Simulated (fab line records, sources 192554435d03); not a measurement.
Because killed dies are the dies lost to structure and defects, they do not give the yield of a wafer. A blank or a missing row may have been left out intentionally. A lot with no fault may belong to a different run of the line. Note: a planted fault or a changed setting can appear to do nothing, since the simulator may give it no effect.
fab line records	flow n5-finfet
[record] lots = 8	wafers = 24	last-day = 17
route steps=1938 shown FIN_CUT@167 STI_FIN_REVEAL@183 BEOL_M4@1111 PASSIVATION@1936
lots that met no fault: from a run of the same line without faults
start-h: hours from the record's first day to the start of the lot's first wafer shown	wait-h: hours elapsed since this lot's preceding step	" identical to the entry in the row above	L1.1+2: several wafers, shown together as one row	- either no value or no given start	* or withheld: withheld	< > ~ a bound
route shown NAME@n: names a module that has steps shown in the file, with the first one's number in the route	usual: mean and standard deviation over wafers with no fault	same: alike in all rows	chamber/n: place in a boat	sites: per-site readings	_std_site: the standard deviation of these	_edge_site: the outer-site mean with the inner-site mean subtracted	radius-mm: how far each site lies from the wafer's centre	mask NAME#n: copy n	behind: the last tool/chamber to shape the wafer	hold: cause of the lot's hold/its duration in hours/its outcome	device: names the non-switching transistor (n, p or np)	end of line: the tests these same wafers got at the end of their route	for a step that has no rows: nothing shown but its recipe	killed: dies that structure and defects cost at the first sort, which is not the same as the wafer's yield	map: dies across one wafer; x = killed, . = not, _ = none there
set.NAME: setting as actually run; set.NAME@STEP: the setting as run at that earlier step	model.NAME: the simulator's own value behind a step, which no gauge read
route steps across a sampled set of lots; one table per step, one row per wafer
services: a tool's chamber out of use, with start hour (start-h, from the record's first day; less than 0 if before it), hours out, and reason
[[steps]]
[step N5_FIN_CUT_ETCH_30]
[recipe] chemistry = N2/H2	target = underlayer	target-depth-a = 130	mask-material = CAR-EUV	time-s = 10.4	ion-energy-ev = 200	pressure-mtorr = 30	source-w = 840	bias-w = 150	n2-flow-sccm = 200	h2-flow-sccm = 200	ends = cleared
[usual] drypump-motor-current-A = 5.6/0.43	etch-rf-on-time-s = 10.47/0.28	oes-product-au = 0.67/0.081	rf-fwd-power-W = 819.0/2.3	rf-vpp-V = 524.5/2.3	showerhead-plenum-p-Torr = 2.57/0.073	throttle-valve-pct = 17.86/0.24
lot.wafer	tool	chamber	start-h	wait-h	drypump-motor-current-A	etch-rf-on-time-s	oes-product-au	rf-fwd-power-W	rf-hours-counter-h	rf-vpp-V	showerhead-plenum-p-Torr	throttle-valve-pct
L325.1	rie-diel-02	1	35.50	0.0	4.9	10.81	0.60	815.8	208	527.0	2.62	17.82
L325.3	"	2	"	"	5.6	10.54	0.67	820.4	119	524.3	2.55	17.50
L325.4	"	3	"	"	5.2	10.67	0.63	818.0	128	527.9	2.67	18.11
L326.1	rie-diel-02	1	38.22	0.0	4.9	10.88	0.60	823.0	209	527.3	2.62	17.82
L326.3	"	0	"	"	5.4	10.91	0.60	819.0	215	520.1	2.43	18.00
L326.6	"	2	"	"	5.6	10.63	0.66	816.4	-	524.4	2.55	17.50
L332.1	rie-diel-02	1	75.01	0.0	4.9	10.71	0.60	820.1	221	524.7	2.61	17.84
L332.3	"	0	"	"	5.4	10.79	0.59	819.4	226	519.1	2.43	18.03
L332.5	"	1	"	"	4.9	10.75	0.60	820.0	-	528.1	2.61	17.85
L334.2	rie-diel-04	1	86.84	0.0	5.4	10.57	0.57	818.7	265	521.5	2.50	18.10
L334.3	"	0	"	"	5.9	10.26	0.69	820.6	107	524.9	2.55	17.57
L334.5	"	1	"	"	5.4	10.56	0.57	815.0	-	523.8	2.50	18.09
L339.1	rie-diel-05	2	116.53	0.0	5.5	10.77	0.78	820.1	21	526.0	2.61	17.67
L339.5	"	0	"	"	6.2	10.61	0.64	817.7	-	527.3	2.65	18.17
L339.6	"	3	"	"	5.6	10.36	0.83	814.3	-	522.5	2.48	17.38
L340.1	rie-diel-02	0	125.64	0.0	5.4	10.84	0.58	816.0	240	519.4	2.42	18.04
L340.3	"	1	"	"	4.9	10.70	0.59	817.7	235	523.7	2.61	17.87
L340.5	"	3	"	"	5.2	10.55	0.61	821.8	-	527.5	2.66	18.17
L342.3	rie-diel-05	1	136.75	0.0	5.6	9.93	0.66	819.8	140	523.3	2.53	17.70
L342.4	"	3	"	"	5.6	10.32	0.81	819.8	8	520.5	2.48	17.39
L342.6	"	0	"	"	6.2	10.37	0.64	820.5	-	527.2	2.65	18.18
L344.1	rie-diel-02	1	148.16	0.0	4.9	10.85	0.58	822.0	241	525.1	2.60	17.89
L344.5	"	0	"	"	5.4	11.00	0.58	817.9	-	520.0	2.42	18.05
L344.6	"	3	"	"	5.2	10.65	0.61	821.1	-	527.2	2.66	18.18
[step N5_FIN_CUT_CUT_ETCH_27]
[recipe] chemistry = CHF3/O2	target = SiO2	target-depth-a = 40	mask-material = SOC	overetch-a = 20	time-s = 4.9	pressure-mtorr = 30	source-w = 650	bias-w = 170	Ar_flow_sccm = 200	CHF3_flow_sccm = 50	O2_flow_sccm = 5	ion-energy-ev = 200
[usual] CHF3_flow_sccm = 49.98/0.15	drypump-motor-current-A = 5.6/0.43	oes-product-au = 0.62/0.068	rf-fwd-power-W = 643.5/2.6	rf-vpp-V = 525/6	showerhead-plenum-p-Torr = 2.43/0.07	throttle-valve-pct = 18.81/0.16
lot.wafer	tool	chamber	start-h	wait-h	CHF3_flow_sccm	drypump-motor-current-A	oes-product-au	rf-fwd-power-W	rf-hours-counter-h	rf-vpp-V	showerhead-plenum-p-Torr	throttle-valve-pct
L325.1	rie-diel-02	1	35.95	0.0	50.02	4.9	0.57	639.3	209	519	2.48	18.84
L325.3	"	2	"	"	50.11	5.6	0.62	645.6	120	522	2.41	18.54
L325.4	"	3	"	"	49.86	5.2	0.59	642.5	128	534	2.53	19.03
L326.1	rie-diel-02	1	38.67	0.0	50.02	4.9	0.57	639.8	210	518	2.48	18.82
L326.3	"	0	"	"	50.02	5.4	0.57	642.8	216	520	2.28	18.74
L326.6	"	2	"	"	49.79	5.6	0.62	642.6	-	523	2.41	18.55
L332.1	rie-diel-02	1	75.46	0.0	50.06	4.9	0.57	639.8	221	518	2.47	18.85
L332.3	"	0	"	"	49.96	5.4	0.56	642.6	226	519	2.28	18.76
L332.5	"	1	"	"	50.09	4.9	0.56	639.9	-	520	2.47	18.86
L334.2	rie-diel-04	1	87.28	0.0	49.99	5.4	0.53	645.4	266	527	2.36	18.96
L334.3	"	0	"	"	49.84	5.9	0.63	645.2	107	518	2.44	18.70
L334.5	"	1	"	"	49.93	5.4	0.53	640.3	-	528	2.36	18.94
L339.1	rie-diel-05	2	116.97	0.0	50.07	5.5	0.74	646.3	22	524	2.45	18.64
L339.5	"	0	"	"	49.81	6.2	0.60	639.0	-	531	2.51	19.10
L339.6	"	3	"	"	49.86	5.6	0.77	644.5	-	526	2.38	18.66
L340.1	rie-diel-02	0	126.09	0.0	49.73	5.4	0.55	642.7	241	521	2.27	18.79
L340.3	"	1	"	"	49.86	4.9	0.55	638.2	235	519	2.47	18.87
L340.5	"	3	"	"	49.92	5.2	0.57	641.9	-	533	2.51	19.06
L342.3	rie-diel-05	1	137.19	0.0	50.06	5.6	0.60	642.6	140	522	2.43	18.82
L342.4	"	3	"	"	50.13	5.6	0.75	646.5	8	523	2.38	18.67
L342.6	"	0	"	"	49.82	6.2	0.60	642.8	-	529	2.51	19.11
L344.1	rie-diel-02	1	148.61	0.0	49.83	4.9	0.55	637.4	242	520	2.47	18.89
L344.5	"	0	"	"	49.70	5.3	0.55	643.5	-	519	2.27	18.81
L344.6	"	3	"	"	49.90	5.2	0.57	641.5	-	533	2.51	19.08
[step N5_FIN_CUT_CUT_ETCH_28]
[recipe] chemistry = HBr/Cl2/O2	target = Si	target-depth-a = 60	mask-material = SOC	time-s = 2.4	ion-energy-ev = *	bias-w = *	pressure-mtorr = 10	icp-w = 800	HBr_flow_sccm = 150	Cl2_flow_sccm = 80	O2_flow_sccm = 12
[usual] drypump-motor-current-A = 5.6/0.44	oes-product-au = 0.998/0.011	rf-fwd-power-W = *	throttle-valve-pct = 37.0/0.4
lot.wafer	tool	chamber	start-h	wait-h	drypump-motor-current-A	oes-product-au	rf-fwd-power-W	rf-hours-counter-h	throttle-valve-pct
L325.1	rie-si-02	3	36.34	0.0	5.5	1.006	*	174	37.3
L325.3	"	1	"	"	5.4	1.006	*	128	37.7
L325.4	"	0	"	"	5.6	1.000	*	82	36.9
L326.1	rie-si-02	3	38.88	0.0	5.5	1.008	*	174	37.3
L326.3	"	1	"	"	5.4	1.009	*	128	37.7
L326.6	"	3	"	"	5.5	1.008	*	-	37.3
L332.1	rie-si-05	3	75.66	0.0	5.2	1.001	*	93	37.1
L332.3	"	1	"	"	5.7	1.005	*	106	36.8
L332.5	"	1	"	"	5.7	1.002	*	-	36.8
L334.2	rie-si-05	3	87.49	0.0	5.2	1.000	*	93	37.1
L334.3	"	2	"	"	6.3	0.991	*	63	36.4
L334.5	"	2	"	"	6.3	0.997	*	-	36.4
L339.1	rie-si-05	3	117.18	0.0	5.2	0.990	*	94	37.1
L339.5	"	1	"	"	5.8	1.013	*	-	36.8
L339.6	"	2	"	"	6.3	0.993	*	-	36.4
L340.1	rie-si-03	0	126.29	0.0	5.6	0.998	*	84	37.3
L340.3	"	3	"	"	6.1	1.020	*	1	37.2
L340.5	"	1	"	"	6.5	0.991	*	-	37.4
L342.3	rie-si-05	2	137.40	0.0	6.3	0.992	*	64	36.4
L342.4	"	1	"	"	5.8	0.995	*	108	36.8
L342.6	"	2	"	"	6.3	0.982	*	-	36.4
L344.1	rie-si-03	3	148.81	0.0	6.1	1.019	*	1	37.2
L344.5	"	2	"	"	5.8	1.010	*	-	36.5
L344.6	"	3	"	"	6.1	1.011	*	-	37.2
[step N5_FIN_CUT_INSPECT_17]
[recipe] inspect-instrument = brightfield	mode = aei
[usual] raw-defect-count = 241/68
lot.wafer	tool	chamber	start-h	wait-h	raw-defect-count
L325.1	defect-inspect-02	-	36.60	0.0	235
L325.3	"	-	"	"	276
L325.4	"	-	"	"	276
L326.1	defect-inspect-02	-	39.11	0.0	306
L326.3	"	-	"	"	427
L326.6	"	-	"	"	280
L332.1	defect-inspect-02	-	75.88	0.0	316
L332.3	"	-	"	"	260
L332.5	"	-	"	"	160
L334.2	defect-inspect-02	-	87.71	0.0	105
L334.3	"	-	"	"	1503
L334.5	"	-	"	"	154
L339.1	defect-inspect-01	-	117.42	0.0	198
L339.5	"	-	"	"	280
L339.6	"	-	"	"	252
L340.1	defect-inspect-01	-	126.52	0.0	163
L340.3	"	-	"	"	360
L340.5	"	-	"	"	203
L342.3	defect-inspect-02	-	137.68	0.0	228
L342.4	"	-	"	"	280
L342.6	"	-	"	"	302
L344.1	defect-inspect-02	-	149.04	0.0	210
L344.5	"	-	"	"	239
L344.6	"	-	"	"	132
[step N5_STI_FIN_REVEAL_ALD_00]
[recipe] material = SiO2	target-thk-a = 10	temp-c = 300	ald-precursor-family = BDEAS	ald-co-reactant = O2-plasma	pulse-time-s = 1	pressure-torr = 2
[usual] heater-power-w = 459/50	precursor-pulse-height-rel = 1.000/0.021	susceptor-temp-C = 300.01/0.19
lot.wafer	tool	chamber	start-h	wait-h	heater-power-w	precursor-pulse-height-rel	susceptor-temp-C
L325.1	ald-sin-03	3	36.64	0.0	477	0.982	300.03
L325.3	"	0	"	"	429	0.996	299.77
L325.4	"	2	"	"	390	0.985	299.61
L326.1	ald-sin-02	3	40.18	1.1	403	0.981	300.18
L326.3	"	0	"	"	517	0.953	300.11
L326.6	"	3	"	"	399	0.995	300.00
L332.1	ald-sin-02	0	75.92	0.0	526	0.973	300.16
L332.3	"	2	"	"	434	0.970	299.87
L332.5	"	0	"	"	511	0.983	300.13
L334.2	ald-sin-03	1	87.75	0.0	509	0.976	299.99
L334.3	"	0	"	"	435	0.970	300.06
L334.5	"	1	"	"	518	1.009	300.34
L339.1	ald-sin-01	2	117.50	0.1	564	1.021	299.96
L339.5	"	1	"	"	461	1.025	300.22
L339.6	"	2	"	"	550	0.991	300.26
L340.1	ald-sin-02	1	126.75	0.2	442	0.986	300.15
L340.3	"	0	"	"	485	0.996	299.88
L340.5	"	2	"	"	414	1.014	299.74
L342.3	ald-sin-02	2	137.71	0.0	394	0.973	299.82
L342.4	"	1	"	"	428	0.983	300.09
L342.6	"	2	"	"	413	1.015	299.93
L344.1	ald-sin-01	3	149.36	0.3	439	1.025	299.98
L344.5	"	1	"	"	471	0.985	299.91
L344.6	"	2	"	"	554	0.971	299.93
[step N5_BEOL_M4_RC_MEAS_101]
[usual] DIBL_N = 35.7/1.5	DIBL_P = 35.7/2	IOFF_N = 0.155/0.026	IOFF_P = 0.20/0.031	ION_N = 675/11	ION_P = 462/7.1	SS_N = 71.3/0.57	SS_P = 73.1/0.56	VT_N = 250/3	VT_P = -251/3
lot.wafer	tool	chamber	start-h	wait-h	DIBL_N[mV/V]	DIBL_P[mV/V]	IOFF_N[nA/um]	IOFF_P[nA/um]	ION_N[uA/um]	ION_P[uA/um]	SS_N[mV/dec]	SS_P[mV/dec]	VT_N[mV]	VT_P[mV]
L325.1	prober-01	0	185.28	0.0	37.9	38.4	0.208	0.24	696	472	72.1	73.4	245	-247
L325.3	"	0	"	"	37.5	37.2	0.182	0.23	671	461	71.8	73.3	247	-248
L325.4	"	0	"	"	35.9	36.3	0.166	0.22	688	474	70.9	73.4	247	-249
L326.1	prober-02	0	194.13	0.0	34.0	33.8	0.141	0.19	683	462	71.2	72.1	250	-250
L326.3	"	0	"	"	36.0	37.2	0.186	0.26	685	468	71.9	73.3	245	-246
L326.6	"	0	"	"	33.7	33.5	0.142	0.19	678	465	70.4	72.3	249	-250
L332.1	prober-01	0	225.57	0.7	36.5	35.5	0.148	0.22	666	462	71.8	73.4	252	-249
L332.3	"	0	"	"	35.9	34.9	0.127	0.20	666	464	71.2	73.2	252	-250
L332.5	"	0	"	"	37.2	35.3	0.156	0.22	662	453	71.4	73.3	254	-246
L334.2	prober-01	0	232.45	0.2	34.5	35.2	0.134	0.16	678	463	71.0	72.7	251	-255
L334.3	"	0	"	"	37.3	38.2	0.171	0.20	684	462	72.0	74.3	247	-254
L334.5	"	0	"	"	37.2	37.7	0.164	0.20	682	461	71.2	74.1	250	-252
L339.1	prober-02	0	260.39	0.0	37.2	36.8	0.162	0.21	670	459	71.5	73.0	253	-248
L339.5	"	0	"	"	37.9	38.4	0.173	0.23	679	462	71.5	73.5	250	-249
L339.6	"	0	"	"	36.4	36.6	0.152	0.21	672	456	72.0	72.5	251	-250
L340.1	prober-01	0	277.73	0.0	36.7	36.3	0.157	0.21	682	472	72.4	72.9	248	-248
L340.3	"	0	"	"	37.4	37.0	0.171	0.23	683	469	72.5	73.6	248	-247
L340.5	"	0	"	"	37.1	36.7	0.169	0.23	677	467	71.9	73.5	246	-247
L342.3	prober-02	0	293.25	0.3	33.4	34.3	0.121	0.14	668	450	71.4	72.9	253	-256
L342.4	"	0	"	"	34.1	34.8	0.133	0.15	677	455	71.6	72.9	250	-257
L342.6	"	0	"	"	34.6	35.3	0.136	0.15	677	456	71.7	72.8	250	-258
L344.1	prober-01	0	305.37	0.0	34.4	34.9	0.137	0.18	666	456	71.0	72.7	251	-253
L344.5	"	0	"	"	33.9	34.4	0.128	0.18	659	456	71.1	72.4	252	-255
L344.6	"	0	"	"	36.7	37.3	0.166	0.21	675	459	71.2	73.2	250	-253
[step N5_PASSIVATION_PROBE_49]
[usual] defect-limited-yield = 91.4/1.5	killed_at_M0_to_M3 = 34/10	killed_at_M4_up = 15/6	killed-at-contacts = 12/6	killed-at-front-end = 37/11	killed-at-other = 3.3/2.8	killed-dies = 101/18	killed-open = 66/14	killed-short = 33/7.8	sort_bin_5_function = 5.0/0.97	sort_bin_6_memory = 3.2/0.72	sort-n-pass = 1079/18	sort-yield-pct = 91.4/1.5
[same] gross-dies = 1180	killed-at-back-side = 0	sort_bin_4_leakage[%] = 0	sort_bin_8_speed[%] = 0
lot.wafer	tool	chamber	start-h	wait-h	defect-limited-yield[%]	killed_at_M0_to_M3	killed_at_M4_up	killed-at-contacts	killed-at-front-end	killed-at-other	killed-dies	killed-open	killed-short	sort_bin_5_function[%]	sort_bin_6_memory[%]	sort-n-pass	sort-yield-pct[%]
L325.1	prober-02	-	302.29	0.0	91.4	32	8	19	40	2	101	64	36	4.9	3.4	1079	91.4
L325.3	prober-02	-	302.39	0.1	90.7	25	18	22	38	7	110	68	33	5.2	3.5	1070	90.7
L325.4	prober-02	-	302.44	0.2	91.4	23	10	15	47	6	101	62	38	4.6	3.6	1079	91.4
L326.1	prober-01	-	303.00	0.0	92.1	39	9	10	33	2	93	55	36	4.6	3.0	1087	92.1
L326.3	prober-01	-	303.10	0.1	91.9	41	13	6	31	4	95	69	25	4.3	3.1	1085	91.9
L326.6	prober-01	-	303.25	0.3	92.2	28	6	7	45	6	92	58	34	4.7	2.9	1088	92.2
L332.1	prober-01	-	330.28	0.0	89.7	52	20	4	43	2	121	80	40	6.2	3.5	1059	89.7
L332.3	prober-01	-	330.38	0.1	91.4	40	17	10	30	5	102	59	42	5.3	2.8	1078	91.4
L332.5	prober-01	-	330.48	0.2	87.5	61	32	14	40	0	147	87	56	6.4	5.3	1033	87.5
L334.2	prober-01	-	333.92	0.1	92.4	45	11	13	17	4	90	61	28	4.8	2.6	1090	92.4
L334.3	prober-01	-	333.97	0.1	80.8	36	7	9	173	1	226	48	23	11.0	3.8	954	80.8
L334.5	prober-01	-	334.07	0.2	92.4	39	8	15	28	0	90	60	22	3.7	3.1	1090	92.4
L339.1	prober-02	-	369.37	0.0	90.8	34	13	27	33	2	109	83	26	5.0	4.0	1071	90.8
L339.5	prober-02	-	369.57	0.2	89.2	38	19	12	52	6	127	83	43	6.4	4.1	1053	89.2
L339.6	prober-02	-	369.62	0.3	89.0	46	26	15	37	6	130	91	38	7.2	3.6	1050	89.0
L340.1	prober-01	-	385.66	0.0	93.6	22	11	6	33	4	76	52	20	3.6	2.3	1104	93.6
L340.3	prober-01	-	385.76	0.1	93.9	19	13	12	26	2	72	47	25	3.0	3.1	1108	93.9
L340.5	prober-01	-	385.86	0.2	92.0	24	13	8	47	2	94	67	24	4.6	2.8	1086	92.0
L342.3	prober-01	-	400.76	0.1	93.2	20	5	14	40	1	80	47	24	3.8	1.9	1100	93.2
L342.4	prober-01	-	400.81	0.2	89.8	54	9	19	38	0	120	84	35	4.8	5.0	1060	89.8
L342.6	prober-01	-	400.91	0.3	89.6	35	16	27	43	2	123	76	40	5.5	4.0	1057	89.6
L344.1	prober-02	-	411.45	0.0	91.8	26	11	10	47	3	97	54	37	4.7	2.5	1083	91.8
L344.5	prober-02	-	411.65	0.2	91.9	19	16	9	51	1	96	61	31	4.4	3.6	1084	91.9
L344.6	prober-02	-	411.70	0.3	91.8	34	12	13	38	0	97	63	31	4.7	3.3	1083	91.8
// killed by level:class
L325.1 MOL_CONTACT_COAG:geometric-particle:open=12 BEOL_M0_SAQP:geometric-particle:short=9 FIN_SAQP:geometric-particle:open=8 STI_FIN_REVEAL:geometric-particle:open=7 MOL_CONTACT_COAG:geometric-particle:short=7 BEOL_M0_SAQP:geometric-particle:open=6 SPACER0:geometric-particle:open=5 BEOL_M2:geometric-particle:open=4
L325.3 MOL_CONTACT_COAG:geometric-particle:open=18 FIN_SAQP:geometric-particle:open=9 BEOL_M3:geometric-particle:open=6 BEOL_M0_SAQP:geometric-particle:short=5 HKMG_FIN:area-etch=5 FIN_SAQP:geometric-particle:short=4 STI_FIN_REVEAL:geometric-particle:open=4 DUMMY_GATE:geometric-particle:open=4
L325.4 MOL_CONTACT_COAG:geometric-particle:open=14 FIN_SAQP:geometric-particle:open=8 STI_FIN_REVEAL:geometric-particle:open=8 FIN_SAQP:geometric-particle:short=7 GATE_CUT:geometric-particle:short=6 BEOL_M0_SAQP:geometric-particle:short=6 SPACER0:geometric-particle:short=5 BEOL_M4:geometric-particle:open=5
L326.1 BEOL_M0_SAQP:geometric-particle:short=10 MOL_CONTACT_COAG:geometric-particle:open=9 ILD0:geometric-particle:short=8 BEOL_M0_SAQP:geometric-particle:open=6 ILD0:geometric-particle:open=5 BEOL_M1:geometric-particle:short=5 BEOL_M3:geometric-particle:open=5 BEOL_M1:geometric-particle:open=4
L326.3 BEOL_M0_SAQP:geometric-particle:open=13 BEOL_M1:geometric-particle:open=10 FIN_SAQP:geometric-particle:open=8 BEOL_M4:geometric-particle:open=6 BEOL_M6:geometric-particle:open=5 FIN_SAQP:geometric-particle:short=4 DUMMY_GATE:geometric-particle:open=4 BEOL_M0_SAQP:geometric-particle:short=4
L326.6 BEOL_M0_SAQP:geometric-particle:open=10 FIN_SAQP:geometric-particle:short=8 FIN_SAQP:geometric-particle:open=7 MOL_CONTACT_COAG:geometric-particle:open=6 STI_FIN_REVEAL:geometric-particle:open=5 GATE_CUT:geometric-particle:short=5 GATE_CUT:geometric-particle:open=5 BEOL_M0_SAQP:geometric-particle:short=5
L332.1 BEOL_M0_SAQP:geometric-particle:open=19 FIN_SAQP:geometric-particle:open=13 BEOL_M4:geometric-particle:open=12 BEOL_M0_SAQP:geometric-particle:short=11 BEOL_M2:geometric-particle:open=10 FIN_SAQP:geometric-particle:short=8 STI_FIN_REVEAL:geometric-particle:open=5 BEOL_M1:geometric-particle:open=4
L332.3 BEOL_M0_SAQP:geometric-particle:short=12 BEOL_M0_SAQP:geometric-particle:open=9 MOL_CONTACT_COAG:geometric-particle:open=8 FIN_SAQP:geometric-particle:short=8 FIN_SAQP:geometric-particle:open=7 BEOL_M4:geometric-particle:open=7 BEOL_M2:geometric-particle:open=5 BEOL_M7:geometric-particle:open=5
L332.5 BEOL_M0_SAQP:geometric-particle:short=21 BEOL_M4:geometric-particle:open=17 BEOL_M0_SAQP:geometric-particle:open=14 MOL_CONTACT_COAG:geometric-particle:open=9 BEOL_M2:geometric-particle:open=8 FIN_SAQP:geometric-particle:short=6 BEOL_M1:geometric-particle:open=6 FIN_SAQP:geometric-particle:open=5
L334.2 MOL_CONTACT_COAG:geometric-particle:open=13 BEOL_M1:geometric-particle:open=13 BEOL_M0_SAQP:geometric-particle:short=9 BEOL_M0_SAQP:geometric-particle:open=7 BEOL_M3:geometric-particle:open=7 BEOL_M3:geometric-particle:short=5 FIN_SAQP:geometric-particle:open=4 GATE_CUT:geometric-particle:short=3
L334.3 FIN_CUT:unspecified=155 MOL_CONTACT_COAG:geometric-particle:open=7 BEOL_M3:geometric-particle:short=7 BEOL_M2:geometric-particle:open=6 BEOL_M3:geometric-particle:open=6 STI_FIN_REVEAL:geometric-particle:open=5 BEOL_M0_SAQP:geometric-particle:open=5 BEOL_M0_SAQP:geometric-particle:short=5
L334.5 BEOL_M3:geometric-particle:open=21 MOL_CONTACT_COAG:geometric-particle:open=11 FIN_SAQP:geometric-particle:open=8 BEOL_M1:geometric-particle:short=7 HKMG_FIN:area-etch=6 FIN_SAQP:geometric-particle:short=4 DUMMY_GATE:geometric-particle:open=4 MOL_CONTACT_COAG:geometric-particle:short=4
L339.1 MOL_CONTACT_COAG:geometric-particle:open=21 BEOL_M3:geometric-particle:open=10 STI_FIN_REVEAL:geometric-particle:open=8 FIN_SAQP:geometric-particle:open=6 MOL_CONTACT_COAG:geometric-particle:short=6 BEOL_M0_SAQP:geometric-particle:open=6 BEOL_M2:geometric-particle:open=5 BEOL_M1:geometric-particle:open=5
L339.5 BEOL_M4:geometric-particle:open=14 FIN_SAQP:geometric-particle:open=10 BEOL_M0_SAQP:geometric-particle:open=9 BEOL_M1:geometric-particle:open=9 MOL_CONTACT_COAG:geometric-particle:open=8 FIN_SAQP:geometric-particle:short=7 STI_FIN_REVEAL:geometric-particle:open=7 DUMMY_GATE:geometric-particle:open=5
L339.6 BEOL_M4:geometric-particle:open=17 BEOL_M0_SAQP:geometric-particle:open=11 BEOL_M3:geometric-particle:open=11 MOL_CONTACT_COAG:geometric-particle:open=10 GATE_CUT:geometric-particle:short=6 FIN_SAQP:geometric-particle:open=5 STI_FIN_REVEAL:geometric-particle:open=5 DUMMY_GATE:geometric-particle:open=5
L340.1 FIN_SAQP:geometric-particle:open=6 BEOL_M0_SAQP:geometric-particle:open=6 BEOL_M0_SAQP:geometric-particle:short=6 STI_FIN_REVEAL:geometric-particle:open=5 DUMMY_GATE:geometric-particle:open=5 MOL_CONTACT_COAG:geometric-particle:open=4 BEOL_M2:geometric-particle:open=4 HKMG_FIN:area-etch=4
L340.3 MOL_CONTACT_COAG:geometric-particle:open=8 STI_FIN_REVEAL:geometric-particle:open=7 BEOL_M0_SAQP:geometric-particle:open=6 FIN_SAQP:geometric-particle:short=5 FIN_SAQP:geometric-particle:open=4 MOL_CONTACT_COAG:geometric-particle:short=4 STI_FIN_REVEAL:geometric-particle:short=3 BEOL_M0:geometric-particle:open=3
L340.5 STI_FIN_REVEAL:geometric-particle:open=20 BEOL_M0_SAQP:geometric-particle:short=9 FIN_SAQP:geometric-particle:open=7 MOL_CONTACT_COAG:geometric-particle:open=7 BEOL_M0_SAQP:geometric-particle:open=5 BEOL_M3:geometric-particle:open=5 FIN_SAQP:geometric-particle:short=3 STI_FIN_REVEAL:geometric-particle:short=3
L342.3 MOL_CONTACT_COAG:geometric-particle:open=12 HKMG_FIN:area-etch=9 FIN_SAQP:geometric-particle:open=7 BEOL_M2:geometric-particle:open=6 FIN_SAQP:geometric-particle:short=5 ILD0:geometric-particle:open=5 BEOL_M0_SAQP:geometric-particle:open=4 BEOL_M1:geometric-particle:open=4
L342.4 MOL_CONTACT_COAG:geometric-particle:open=13 BEOL_M3:geometric-particle:open=13 FIN_SAQP:geometric-particle:short=10 BEOL_M2:geometric-particle:open=9 FIN_SAQP:geometric-particle:open=8 BEOL_M0_SAQP:geometric-particle:short=8 BEOL_M1:geometric-particle:open=7 MOL_CONTACT_COAG:geometric-particle:short=6
L342.6 MOL_CONTACT_COAG:geometric-particle:open=18 FIN_SAQP:geometric-particle:open=11 MOL_CONTACT_COAG:geometric-particle:short=9 FIN_SAQP:geometric-particle:short=8 BEOL_M1:geometric-particle:open=7 BEOL_M0_SAQP:geometric-particle:short=7 HKMG_FIN:area-etch=7 BEOL_M2:geometric-particle:open=6
L344.1 BEOL_M2:geometric-particle:open=9 DUMMY_GATE:geometric-particle:open=8 FIN_SAQP:geometric-particle:short=7 STI_FIN_REVEAL:geometric-particle:short=7 MOL_CONTACT_COAG:geometric-particle:open=7 GATE_CUT:geometric-particle:open=6 STI_FIN_REVEAL:geometric-particle:open=6 HKMG_FIN:area-etch=5
L344.5 FIN_SAQP:geometric-particle:short=16 BEOL_M2:geometric-particle:open=11 FIN_SAQP:geometric-particle:open=6 GATE_CUT:geometric-particle:short=6 DUMMY_GATE:geometric-particle:open=6 MOL_CONTACT_COAG:geometric-particle:open=6 BEOL_M4:geometric-particle:open=5 BEOL_M6:geometric-particle:open=5
L344.6 MOL_CONTACT_COAG:geometric-particle:open=12 STI_FIN_REVEAL:geometric-particle:open=10 BEOL_M0_SAQP:geometric-particle:short=8 BEOL_M2:geometric-particle:open=8 STARTING-WAFER:geometric-particle:short=6 FIN_SAQP:geometric-particle:open=5 DUMMY_GATE:geometric-particle:open=5 BEOL_M4:geometric-particle:open=5
[[services]]
tool	chamber	start-h	hours	kind
rie-diel-02	2	19.97	4.2	repair
rie-diel-05	2	23.06	-	clean
rie-diel-05	2	23.06	-	consumable-replace:esc
rie-diel-05	2	23.06	-	consumable-replace:focus-ring
rie-diel-05	2	23.06	20.2	scheduled-down
rie-diel-05	2	23.06	20.2	vent-cycle
ald-sin-01	-	24.22	3.5	repair
rie-diel-04	3	28.67	77.2	repair
ald-sin-01	1	45.29	2.0	repair
ald-sin-01	3	49.33	6.0	repair
rie-diel-05	3	55.54	9.2	repair
ald-sin-01	-	56.04	2.8	pm
rie-diel-04	0	57.00	4.1	repair
rie-si-03	-	59.72	0.9	repair
ald-sin-01	3	61.45	1.4	repair
rie-diel-05	2	63.93	2.1	repair
ald-sin-01	3	74.59	11.9	repair
ald-sin-02	-	85.26	14.0	pm
rie-diel-05	1	112.71	3.3	repair
ald-sin-03	-	120.00	1.0	repair
rie-si-03	-	126.61	14.6	pm
rie-diel-04	2	143.32	5.9	repair
rie-diel-04	-	144.48	0.2	repair
rie-diel-02	2	145.20	5.7	repair
[[key]]
[first-sign] step = N5_FIN_CUT_INSPECT_17	reading = raw-defect-count	direction = up	sigmas = 19	usual = 241	struck = 1503
[effect] step = N5_PASSIVATION_PROBE_49	reading = killed-at-front-end	direction = up	sigmas = 12	usual = 37	struck = 173
[more-kills-born-at] N5_FIN_CUT_CUT_ETCH_27@rie-diel-04 = 155
met-at N5_FIN_CUT_CUT_ETCH_27
struck-lots L334
struck-wafers L334.3
not-acting-at N5_FIN_CUT_ETCH_30,N5_FIN_CUT_CUT_ETCH_28,N5_STI_FIN_REVEAL_ALD_00
[fault] kind = chamber-particle-source	tool = rie-diel-04	chamber = 0	onset-h = 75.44	steps = N5_FIN_CUT_CUT_ETCH_27	rate-per-visit-cm2 = 2.1378	end-h = 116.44
